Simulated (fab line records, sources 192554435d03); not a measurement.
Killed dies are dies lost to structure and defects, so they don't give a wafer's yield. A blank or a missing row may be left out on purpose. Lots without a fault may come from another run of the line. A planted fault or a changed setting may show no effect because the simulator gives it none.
Chamber matching | flow n5_finfet | N5_FIN_SAQP_STRIP_77 on rie_diel-05: 4 sister chambers
The step strips in N2/H2, time 90 s. 14 wafers are shown with their chamber, then 7 later ones without.

WAFERS WITH THEIR CHAMBER
wafer  | chamber | drypump_motor_current_A (A) | showerhead_plenum_p_Torr (Torr) | throttle_valve_pct (%)
L074.1 | 1       | 5.4                         | 3.23                            | 12.48
L074.3 | 3       | 6.6                         | 3.51                            | 12.21
L074.5 | 0       | 6.3                         | 3.49                            | 12.62
L076.4 | 3       | 6.6                         | 3.51                            | 12.24
L076.5 | 3       | 6.7                         | 3.51                            | 12.22
L076.6 | 0       | 6.3                         | 3.49                            | 12.62
L082.1 | 1       | 5.4                         | 3.22                            | 12.53
L082.3 | 3       | 6.7                         | 3.51                            | 12.27
L082.6 | 0       | 6.3                         | 3.48                            | 12.67
L083.2 | 1       | 5.4                         | 3.22                            | 12.52
L083.3 | 0       | 6.3                         | 3.48                            | 12.66
L083.4 | 2       | 5.8                         | 3.49                            | 12.51
L088.2 | 3       | 6.7                         | 3.50                            | 12.29
L088.5 | 0       | 6.3                         | 3.47                            | 12.70

SIGNATURES (means of the wafers above)
reading                  | chamber 0 | chamber 1 | chamber 2 | chamber 3 | scatter within a chamber
drypump_motor_current_A  | 6.300     | 5.400     | 5.800     | 6.660     | 0.0346
showerhead_plenum_p_Torr | 3.4820    | 3.2233    | 3.4900    | 3.5080    | 0.00653
throttle_valve_pct       | 12.6540   | 12.5100   | 12.5100   | 12.2460   | 0.0326
Rule: a wafer's distance from a chamber is the root of the sum, over the readings, of the square of ((its reading less the chamber's mean) divided by the reading's scatter). The wafer belongs to the nearest chamber; if the next one is less than 2 further off, it can't be placed. The scatter: the root of (the sum of the squares of (reading less its chamber's mean) over the shown wafers, divided by (wafers less chambers)).

WAFERS WITHOUT THEIR CHAMBER
wafer  | drypump_motor_current_A (A) | showerhead_plenum_p_Torr (Torr) | throttle_valve_pct (%)
L088.6 | 6.6                         | 3.50                            | 12.28
L094.1 | 6.6                         | 3.49                            | 12.33
L094.5 | 5.4                         | 3.21                            | 12.59
L094.6 | 6.3                         | 3.47                            | 12.05
L096.3 | 6.3                         | 3.47                            | 12.09
L096.4 | 5.8                         | 3.47                            | 12.59
L096.6 | 6.6                         | 3.49                            | 12.35

WHICH CHAMBER EACH WENT THROUGH
wafer  | from the rows above | in truth
L088.6 | 3                   | 3
L094.1 | 3                   | 3
L094.5 | 1                   | 1
L094.6 | 3                   | 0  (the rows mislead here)
L096.3 | 3                   | 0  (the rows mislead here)
L096.4 | 2                   | 2
L096.6 | 3                   | 3
Placed correctly: 5 of 7. Can't be placed from these rows: 0. Placed wrongly: 2.
